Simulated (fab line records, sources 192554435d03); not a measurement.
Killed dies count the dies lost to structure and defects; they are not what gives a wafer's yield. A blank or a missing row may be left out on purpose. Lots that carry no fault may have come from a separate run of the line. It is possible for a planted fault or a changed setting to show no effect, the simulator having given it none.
A lot that was struck, set against a sound lot	flow n5-finfet	20 out of 1938 route steps
Sound: the wafers L339.3, L339.5, L339.6. Struck: wafer L348.4. (L348.3 of the same lot was not struck and is left out.) The cause comes at the end.
At each step with rows: each side's tool, then ch and its chambers, then its first start. Under that, the readings that differ: sound wafers	struck wafers	difference of the means	sigmas: that difference in standard deviations of wafers without a fault.
alike: same words and numbers on both sides, and readings whose means sit less than 2 such deviations apart. not compared: any withheld reading, any reading some wafer has no value for, any bound like >300 that may hide the same value, and any number with overlapping values for which the record gives no deviation.
The two part at a step that has a row with sigmas, a row that says differs or no value, or rows on one side only. Numbers that don't overlap but have no deviation are shown without sigmas and don't part them. A reading missing from all wafers of one side parts the sides only when that side holds two or more wafers.

N5_BEOL_M14_ETCH_67: etches SiARC in CF4, target depth 143 nm, time 238.3 s.
  sound on rie-diel-06 ch 2,3, day 12 12:08; struck on rie-diel-02 ch 2, day 14 21:30
  alike: chamber-pressure-mTorr, drypump-motor-current-A, etch-rf-on-time-s, oes-product-au, rf-vpp-V, showerhead-plenum-p-Torr, throttle-valve-pct
  not compared: rf-hours-counter-h
then, 4 steps without rows for these wafers: N5_BEOL_M14_ETCH_68 (etches SOC in N2/H2, time 450 s); N5_BEOL_M14_STRIP_69 (strips in N2/H2); N5_BEOL_M14_TRENCH_ETCH_34 (etches SiO2 in C4F8/O2/Ar, target depth 556.65 nm, time 126.9 s); N5_BEOL_M14_STRIP_70 (strips in C4F8/O2/Ar).
N5_BEOL_M14_OCD_MEAS_35:
  sound on ocd-02 at day 12 12:43; struck on ocd-01 at day 14 22:05
  alike: trench-depth-nm
then, 4 steps without rows for these wafers: N5_BEOL_M14_STRIP_37 (strips in O2); N5_BEOL_M14_ETCH_38 (etches SiCN in CF4/N2, target depth 106.5 nm, time 120.6 s); N5_BEOL_M14_PRECLEAN_39 (cleans in residue remover, time 60 s); N5_BEOL_M14_SRD_40 (time 30 s, dry time 30 s).
N5_BEOL_M14_DEGAS_41: time 60 s.
  sound on pvd-sputter-03 at day 12 15:40; struck on pvd-sputter-01 at day 14 22:48
  alike: heater-power-w
N5_BEOL_M14_PRE_CLEAN_42: time 30 s.
  sound on pvd-sputter-03 at day 12 15:42; struck on pvd-sputter-01 at day 14 22:50
  alike: heater-power-w
N5_BEOL_M14_SPUTTER_43: material TaN, target thk 15 nm, time 24.19 s.
  sound on pvd-sputter-03 at day 12 15:44; struck on pvd-sputter-01 at day 14 22:53
reading	sound	struck	difference	sigmas
model.TaN_of_BEOL_M14_SPUTTER_43.thk-nm (nm)	15 15.2 14.8	13	-2	
  alike: throttle-valve-pct
N5_BEOL_M14_SPUTTER_44: material Ta, target thk 15 nm, time 24.19 s.
  sound on pvd-sputter-03 at day 12 15:49; struck on pvd-sputter-01 at day 14 22:58
  alike: throttle-valve-pct
N5_BEOL_M14_SPUTTER_45: material Cu, target thk 100 nm, time 16.67 s.
  sound on pvd-sputter-03 at day 12 15:54; struck on pvd-sputter-01 at day 14 23:02
  alike: throttle-valve-pct
then, 2 steps without rows for these wafers: N5_BEOL_M14_ECD_47 (material Cu, target thk 1248 nm); N5_BEOL_M14_ANNEAL_48 (time 90 s).
N5_BEOL_M14_CMP_49: polishes, stops on SiO2, t overpolish 5.2 s, target thk 560 nm.
  sound on cmp-01 ch 0,1, day 12 16:39; struck on cmp-04 ch 0, day 15 00:12
reading	sound	struck	difference	sigmas
barrier-field-endpoint-s (s)	11.44 11.40 11.72	10.60	-0.92	-3
  alike: clearing-platen-down-force-psi, edge-zone-pressure-frac, motor-current-A
N5_BEOL_M14_THK_MEAS_50: measures by xrf.
  sound on film-metro-01 at day 12 16:57; struck on film-metro-02 at day 15 00:28
  alike: M14_THK
then, 1 step without rows for these wafers: N5_PASSIVATION_PROBE_49.

WHERE THEY PART
Only at N5_BEOL_M14_CMP_49, as far as this record shows. Later steps at which nothing parts them and some readings are alike: N5_BEOL_M14_THK_MEAS_50.

WHY: the cause the simulator had injected
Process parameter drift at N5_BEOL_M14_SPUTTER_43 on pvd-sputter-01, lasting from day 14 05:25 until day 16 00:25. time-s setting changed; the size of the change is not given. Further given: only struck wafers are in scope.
